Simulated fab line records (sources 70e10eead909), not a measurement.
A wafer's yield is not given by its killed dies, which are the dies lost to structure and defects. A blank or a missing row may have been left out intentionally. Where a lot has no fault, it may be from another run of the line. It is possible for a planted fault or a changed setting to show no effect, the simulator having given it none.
Which tool did it? ; flow nand harc ; Sampling: 20 lots, 60 wafers, 6 of 1302 route steps

## WHAT THE GAUGES SHOWED, per wafer
Not one reading of a measure or inspect step in the record can be checked against a usual standard deviation.

## WHAT TOOL EACH LOT RAN ON (gives the tool, then ch and the chambers of the sampled wafers, and finally the start)
lot;NHARC_A_CHANNEL_HOLE_D1_ETCH_21;NHARC_A_CHANNEL_HOLE_D1_ETCH_26;NHARC_A_CHANNEL_HOLE_D1_STRIP_27;NHARC_A_CHANNEL_FILL_D1_ETCHBACK_20;NHARC_A_CHANNEL_HOLE_D2_DEP_01;NHARC_A_CHANNEL_HOLE_D2_ETCH_16
L076;har etch-01 ch 0, day 9 06:07;har etch-01 ch 0, day 9 09:27;rie diel-11 ch 0,1,3, day 10 12:15 or earlier;rie diel-12 ch 0,1, day 10 12:15;pecvd-02 ch 0,2, day 13 10:43;rie diel-05 ch 0,1, no start
L075;har etch-02 ch 0,1, day 9 06:32;har etch-02 ch 0,1, day 9 09:54;rie diel-01 ch 1,2,3, day 10 12:15 or earlier;rie diel-10 ch 0,1,3, day 10 12:15;pecvd-02 ch 1,2, day 13 12:04;rie diel-03 ch 0,1,2, no start
L077;har etch-02 ch 0,1, day 9 20:57;har etch-02 ch 0,1, day 10 00:17;rie diel-01 ch 0,2,3, day 11 03:00 or earlier;rie diel-02 ch 0,1,2, day 11 03:00;pecvd-02 ch 1,2, day 14 11:43;rie diel-07 ch 0,1,2, no start
L079;har etch-01 ch 0,1, day 10 11:20;har etch-01 ch 0,1, day 10 14:36;rie diel-01 ch 0,3, day 11 16:55 or earlier;rie diel-12 ch 0,3, day 11 16:55;pecvd-02 ch 0,1,2, day 15 02:23;rie diel-07 ch 0,2,3, no start
L080;har etch-01 ch 0,1, day 10 19:41;har etch-01 ch 0,1, day 10 23:01;rie diel-01 ch 0,1,2, day 12 04:15 or earlier;rie diel-12 ch 0,1, day 12 04:15;pecvd-01 ch 1,2, day 15 11:10;rie diel-05 ch 2,3, no start
L082;har etch-01 ch 0,1, day 12 01:26;har etch-01 ch 0,1, day 12 04:47;rie diel-01 ch 0,1,3, day 13 06:54 or earlier;rie diel-10 ch 0,1, day 13 06:54;pecvd-02 ch 0,1, day 16 10:23;rie diel-03 ch 1,3, no start
L081;har etch-02 ch 0,1, day 12 02:33;har etch-02 ch 0,1, day 12 05:55;rie diel-11 ch 1,2,3, day 13 06:55 or earlier;rie diel-02 ch 0,2, day 13 06:55;pecvd-04 ch 0,2, day 16 08:29;rie diel-03 ch 1,3, no start
L083;har etch-01 ch 0,1, day 12 09:30;har etch-01 ch 0,1, day 12 12:51;rie diel-01 ch 1,2, day 13 15:49 or earlier;rie diel-02 ch 0,1,3, day 13 15:49;pecvd-01 ch 0,1,2, day 16 23:08;rie diel-07 ch 0,1,2, no start
L084;har etch-02 ch 0,1, day 12 13:55;har etch-02 ch 0,1, day 12 17:13;rie diel-01 ch 1,2,3, day 13 19:25 or earlier;rie diel-12 ch 0,2,3, day 13 19:25;pecvd-02 ch 1,2, day 17 01:00;rie diel-03 ch 0,2,3, no start
L085;har etch-02 ch 0,1, day 13 03:56;har etch-02 ch 0,1, day 13 07:12;rie diel-11 ch 1,2,3, day 14 12:07 or earlier;rie diel-10 ch 0,1, day 14 12:07;pecvd-01 ch 0,1,2, day 17 15:13;rie diel-07 ch 1,2,3, no start
L086;har etch-01 ch 0,1, day 13 11:52;har etch-01 ch 0,1, day 13 15:13;rie diel-13 ch 0,2,3, day 14 18:46 or earlier;rie diel-12 ch 0,2,3, day 14 18:46;pecvd-04 ch 0,2, day 18 00:42;rie diel-03 ch 0,1,3, no start
L088;har etch-01 ch 0,1, day 14 12:29;har etch-01 ch 0,1, day 14 15:43;rie diel-01 ch 0,1,2, day 15 17:53 or earlier;rie diel-12 ch 1,2, day 15 17:53;pecvd-04 ch 0,2, day 19 02:29;rie diel-05 ch 1,2,3, no start
L089;har etch-02 ch 0,1, day 14 13:58;har etch-02 ch 0,1, day 14 17:11;rie diel-01 ch 0,1, day 15 17:54 or earlier;rie diel-02 ch 0,1,2, day 15 17:54;pecvd-02 ch 0,1,2, day 19 00:39;rie diel-03 ch 1,2, no start
L087;har etch-02 ch 0,1, day 14 17:55;har etch-02 ch 0,1, day 14 21:16;rie diel-01 ch 1,2,3, day 15 23:33 or earlier;rie diel-12 ch 0,1,3, day 15 23:33;pecvd-04 ch 1,2, day 19 08:37;rie diel-05 ch 0,2,3, no start
L090;har etch-01 ch 0,1, day 15 11:07;har etch-01 ch 0,1, day 15 14:24;rie diel-11 ch 1,2,3, day 16 20:35 or earlier;rie diel-02 ch 1,2, day 16 20:35;pecvd-01 ch 0,1,2, day 20 06:50;rie diel-05 ch 1,2, no start
L092;har etch-01 ch 1, day 16 00:31;har etch-01 ch 1, day 16 03:52;rie diel-01 ch 1,2, day 17 06:17 or earlier;rie diel-02 ch 0,1,2, day 17 06:17;pecvd-04 ch 1,2, day 20 14:46;rie diel-03 ch 0,2,3, no start
L093;har etch-01 ch 0,1, day 16 08:34;har etch-01 ch 0,1, day 16 11:50;rie diel-13 ch 0,1,3, day 17 14:42 or earlier;rie diel-12 ch 1,2, day 17 14:42;pecvd-02 ch 0,1,2, day 21 06:49;rie diel-05 ch 0,2,3, no start
L095;har etch-01 ch 0,1, day 17 13:50;har etch-01 ch 0,1, day 17 17:09;rie diel-01 ch 2,3, day 18 19:16 or earlier;rie diel-02 ch 0,1,2, day 18 19:16;pecvd-04 ch 0,1, day 22 03:03;rie diel-07 ch 0,1, no start
L094;har etch-02 ch 0,1, day 17 14:33;har etch-02 ch 0,1, day 17 17:52;rie diel-01 ch 1,2,3, day 18 19:14 or earlier;rie diel-12 ch 0,2,3, day 18 19:14;pecvd-02 ch 1,2, day 22 02:58;rie diel-03 ch 0,1, no start
L097;har etch-01 ch 0,1, day 17 22:04;har etch-01 ch 0,1, day 18 01:25;rie diel-13 ch 0,1,2, day 19 01:36 or earlier;rie diel-02 ch 0,2,3, day 19 01:36;pecvd-04 ch 0,2, day 22 01:04;rie diel-03 ch 1,2,3, no start
- NHARC_A_CHANNEL_HOLE_D1_ETCH_21: etches the open film in C4F8/O2/Ar, time 514.3 s, target depth 1600 nm.
- NHARC_A_CHANNEL_HOLE_D1_ETCH_26: etches the open film in C4F8/O2/Ar, time 224.1 s, target depth 300 nm.
- NHARC_A_CHANNEL_HOLE_D1_STRIP_27: strips in O2.
- NHARC_A_CHANNEL_FILL_D1_ETCHBACK_20: etches the open film in C4F8/O2/Ar, target depth 27 nm, time 13.5 s.
- NHARC_A_CHANNEL_HOLE_D2_DEP_01: deposits SiON, target thk 140 nm.
- NHARC_A_CHANNEL_HOLE_D2_ETCH_16: etches the open film in O2/COS, target depth 3100 nm, time 806 s.

## AS READ BY THE TOOLS THEMSELVES (means over the sampled wafers that have a number; for cases with no such wafer, the mark the record gives instead)
NHARC_A_CHANNEL_HOLE_D1_ETCH_21. Usual: c4f8 flow sccm 89.31 sccm, standard deviation 0.28; drypump motor current A 5.8 A, standard deviation 0.39; o2 flow sccm 35.72 sccm, standard deviation 0.11; showerhead plenum p Torr 3.64 Torr, standard deviation 0.091; throttle valve pct 32.155 %, standard deviation 0.0091.
lot;tool;c4f8 flow sccm (sccm);drypump motor current A (A);o2 flow sccm (sccm);showerhead plenum p Torr (Torr);throttle valve pct (%);flag
L076;har etch-01;89.16;6.2;35.74;3.55;32.147;
L075;har etch-02;89.03;5.3;35.61;3.76;32.158;
L077;har etch-02;89.67;5.3;35.73;3.76;32.152;
L079;har etch-01;89.50;6.1;35.60;3.61;32.150;
L080;har etch-01;89.20;6.1;35.68;3.58;32.157;
L082;har etch-01;89.50;6.1;35.68;3.57;32.160;
L081;har etch-02;89.67;5.3;35.59;3.74;32.151;
L083;har etch-01;89.23;6.0;35.60;3.60;32.146;
L084;har etch-02;89.24;5.3;35.64;3.74;32.154;
L085;har etch-02;89.42;5.3;35.86;3.73;32.159;
L086;har etch-01;89.48;6.1;35.66;3.56;32.150;
L088;har etch-01;89.46;6.1;35.77;3.55;32.157;
L089;har etch-02;89.06;5.3;35.69;3.72;32.157;
L087;har etch-02;89.26;5.4;35.72;3.72;32.148;
L090;har etch-01;89.36;6.1;35.66;3.54;32.158;
L092;har etch-01;89.01;6.0;35.98;3.61;32.159;
L093;har etch-01;89.27;6.1;35.64;3.54;32.158;
L095;har etch-01;89.17;6.1;35.82;3.56;32.153;
L094;har etch-02;89.54;5.3;35.76;3.70;32.166;
L097;har etch-01;89.27;6.1;35.75;3.55;32.153;

NHARC_A_CHANNEL_HOLE_D1_ETCH_26. Usual: c4f8 flow sccm 11.40 sccm, standard deviation 0.032; drypump motor current A 5.8 A, standard deviation 0.39; o2 flow sccm 113.6 sccm, standard deviation 0.36; showerhead plenum p Torr 3.68 Torr, standard deviation 0.096; throttle valve pct 24.584 %, standard deviation 0.01.
lot;tool;c4f8 flow sccm (sccm);drypump motor current A (A);o2 flow sccm (sccm);showerhead plenum p Torr (Torr);throttle valve pct (%);flag
L076;har etch-01;11.37;6.2;113.4;3.59;24.578;
L075;har etch-02;11.39;5.3;113.4;3.81;24.586;
L077;har etch-02;11.39;5.3;113.3;3.80;24.583;
L079;har etch-01;11.35;6.1;113.5;3.65;24.597;
L080;har etch-01;11.43;6.1;113.8;3.62;24.579;
L082;har etch-01;11.36;6.1;113.8;3.61;24.583;
L081;har etch-02;11.39;5.3;113.2;3.79;24.584;
L083;har etch-01;11.39;6.1;113.5;3.64;24.593;
L084;har etch-02;11.37;5.3;113.4;3.78;24.580;
L085;har etch-02;11.39;5.3;113.8;3.78;24.584;
L086;har etch-01;11.38;6.1;114.1;3.59;24.579;
L088;har etch-01;11.40;6.1;113.6;3.59;24.579;
L089;har etch-02;11.39;5.3;113.9;3.77;24.593;
L087;har etch-02;11.40;5.4;113.3;3.77;24.583;
L090;har etch-01;11.44;6.1;114.1;3.58;24.575;
L092;har etch-01;11.41;6.0;113.9;3.65;24.595;
L093;har etch-01;11.38;6.1;113.7;3.57;24.577;
L095;har etch-01;11.39;6.1;113.1;3.59;24.588;
L094;har etch-02;11.35;5.3;113.8;3.75;24.594;
L097;har etch-01;11.43;6.1;113.7;3.59;24.577;

NHARC_A_CHANNEL_HOLE_D1_STRIP_27. Usual: drypump motor current A 5.9 A, standard deviation 0.46; o2 flow sccm 500.0 sccm, standard deviation 1.5; oes product au 1.000 a.u., standard deviation 0.013; rf vpp V 57.9 V, standard deviation 0.87; showerhead plenum p Torr 3.56 Torr, standard deviation 0.14; throttle valve pct 17.037 %, standard deviation 0.0088.
lot;tool;drypump motor current A (A);o2 flow sccm (sccm);oes product au (a.u.);rf vpp V (V);showerhead plenum p Torr (Torr);throttle valve pct (%);flag
L076;rie diel-11;5.4;501.4;0.996;57.6;3.44;17.027;
L075;rie diel-01;6.0;499.9;1.005;58.4;3.67;17.036;
L077;rie diel-01;6.1;502.5;0.989;59.1;3.55;17.038;
L079;rie diel-01;6.0;499.3;0.987;58.4;3.52;17.030;
L080;rie diel-01;5.9;499.8;0.998;58.8;3.60;17.045;
L082;rie diel-01;5.9;498.3;1.002;58.5;3.58;17.033;
L081;rie diel-11;5.9;501.1;1.001;57.5;3.44;17.033;
L083;rie diel-01;5.8;501.9;1.011;58.2;3.73;17.039;
L084;rie diel-01;6.0;500.6;1.002;57.6;3.67;17.031;
L085;rie diel-11;5.9;500.0;0.988;57.2;3.44;17.035;
L086;rie diel-13;5.7;499.7;0.996;58.3;3.59;17.047;
L088;rie diel-01;6.0;500.1;0.999;57.5;3.60;17.033;
L089;rie diel-01;5.8;501.5;1.008;57.2;3.63;17.044;
L087;rie diel-01;6.0;499.5;1.000;58.5;3.67;17.043;
L090;rie diel-11;5.9;500.8;0.994;57.3;3.43;17.038;
L092;rie diel-01;6.1;499.3;0.998;59.0;3.69;17.030;
L093;rie diel-13;5.3;498.5;1.003;57.4;3.58;17.036;
L095;rie diel-01;6.2;499.9;1.019;58.7;3.64;17.043;
L094;rie diel-01;6.0;501.1;1.010;57.6;3.67;17.034;
L097;rie diel-13;5.6;501.8;1.001;57.6;3.55;17.040;

NHARC_A_CHANNEL_FILL_D1_ETCHBACK_20. Usual: bias w 1500 W, standard deviation 4.6; oes product au 0.96 a.u., standard deviation 0.036; rf vpp V 977 V, standard deviation 3.4.
lot;tool;bias w (W);oes product au (a.u.);rf vpp V (V);flag
L076;rie diel-12;1500;0.94;972;
L075;rie diel-10;1503;0.93;974;
L077;rie diel-02;1504;0.99;978;
L079;rie diel-12;1504;0.91;977;
L080;rie diel-12;1503;0.92;973;
L082;rie diel-10;1502;1.00;975;
L081;rie diel-02;1504;0.99;977;
L083;rie diel-02;1497;0.98;979;
L084;rie diel-12;1503;0.97;976;
L085;rie diel-10;1499;0.99;976;
L086;rie diel-12;1504;0.93;975;
L088;rie diel-12;1500;0.99;975;
L089;rie diel-02;1502;0.99;978;
L087;rie diel-12;1500;0.99;974;
L090;rie diel-02;1497;0.97;981;
L092;rie diel-02;1502;0.92;980;
L093;rie diel-12;1497;0.94;974;
L095;rie diel-02;1503;0.91;979;
L094;rie diel-12;1497;0.93;977;
L097;rie diel-02;1500;0.98;978;

NHARC_A_CHANNEL_HOLE_D2_DEP_01. Usual: heater power outer w 437 W, standard deviation 61; heater power w 747 W, standard deviation 92.
lot;tool;heater power outer w (W);heater power w (W);flag
L076;pecvd-02;393;711;
L075;pecvd-02;357;641;
L077;pecvd-02;397;658;
L079;pecvd-02;398;703;
L080;pecvd-01;459;775;
L082;pecvd-02;378;722;
L081;pecvd-04;520;888;
L083;pecvd-01;509;829;
L084;pecvd-02;367;604;
L085;pecvd-01;466;772;
L086;pecvd-04;492;856;
L088;pecvd-04;452;824;
L089;pecvd-02;413;716;
L087;pecvd-04;418;726;
L090;pecvd-01;506;793;
L092;pecvd-04;468;784;
L093;pecvd-02;400;693;
L095;pecvd-04;487;773;
L094;pecvd-02;431;690;
L097;pecvd-04;506;888;

NHARC_A_CHANNEL_HOLE_D2_ETCH_16. Usual: bias w is 300.1 W with standard deviation 0.9, drypump motor current A is 5.6 A with standard deviation 0.44, o2 flow sccm is 400.1 sccm with standard deviation 1.3, oes product au is 0.996 a.u. with standard deviation 0.013, rf vpp V is 314.3 V with standard deviation 2, showerhead plenum p Torr is 3.13 Torr with standard deviation 0.12, and throttle valve pct is 28.330 % with standard deviation 0.0092.
lot;tool;bias w (W);drypump motor current A (A);o2 flow sccm (sccm);oes product au (a.u.);rf vpp V (V);showerhead plenum p Torr (Torr);throttle valve pct (%);flag
L076;rie diel-05;299.6;5.5;399.9;1.006;313.8;3.12;28.327;
L075;rie diel-03;299.7;5.6;400.5;0.991;313.2;3.04;28.329;
L077;rie diel-07;299.9;5.4;400.6;1.003;316.4;3.20;28.334;
L079;rie diel-07;300.7;5.4;399.5;0.998;314.9;3.23;28.332;
L080;rie diel-05;299.7;6.1;398.9;1.003;313.9;3.13;28.332;
L082;rie diel-03;299.7;5.6;399.6;0.977;315.0;3.18;28.334;
L081;rie diel-03;299.1;5.7;399.3;0.981;315.2;3.18;28.326;
L083;rie diel-07;300.0;5.4;400.7;0.994;315.4;3.20;28.341;
L084;rie diel-03;299.5;5.4;400.5;0.991;313.9;3.14;28.333;
L085;rie diel-07;300.2;5.2;399.6;0.999;314.3;3.18;28.334;
L086;rie diel-03;300.1;5.8;400.6;0.996;313.4;3.07;28.320;
L088;rie diel-05;299.2;5.8;399.9;0.981;314.9;3.17;28.325;
L089;rie diel-03;300.1;5.2;399.2;1.007;314.4;3.12;28.334;
L087;rie diel-05;300.4;6.1;399.4;0.987;314.6;3.10;28.326;
L090;rie diel-05;300.8;5.8;402.0;0.990;315.7;3.24;28.332;
L092;rie diel-03;299.5;5.4;400.5;0.997;314.9;3.13;28.335;
L093;rie diel-05;300.6;6.1;400.8;0.994;313.0;3.10;28.327;
L095;rie diel-07;300.4;5.6;399.9;0.984;314.9;3.18;28.334;
L094;rie diel-03;300.4;5.9;400.2;0.993;311.8;2.97;28.320;
L097;rie diel-03;299.9;5.4;401.3;1.007;314.4;3.15;28.337;

## THE ANSWER, worked out from the rows above alone
Rule: a lot is off if the mean of its wafers that have a number lies more than 3 standard deviations from the usual mean. A lot without any number at a reading at which 4 lots or more have one is off too. The other lots that the step has rows for count as sound. After the gauges, taken in route order, come the tools' own readings; for these a lot's mean is taken, as printed above. At the first step where some lot is off, the reading lying furthest off is the one used; lots without a number count as furthest.
Across all readings shown, no lot is off: no conclusion can be drawn from this.

## WHAT THE SIMULATOR HAD INSERTED
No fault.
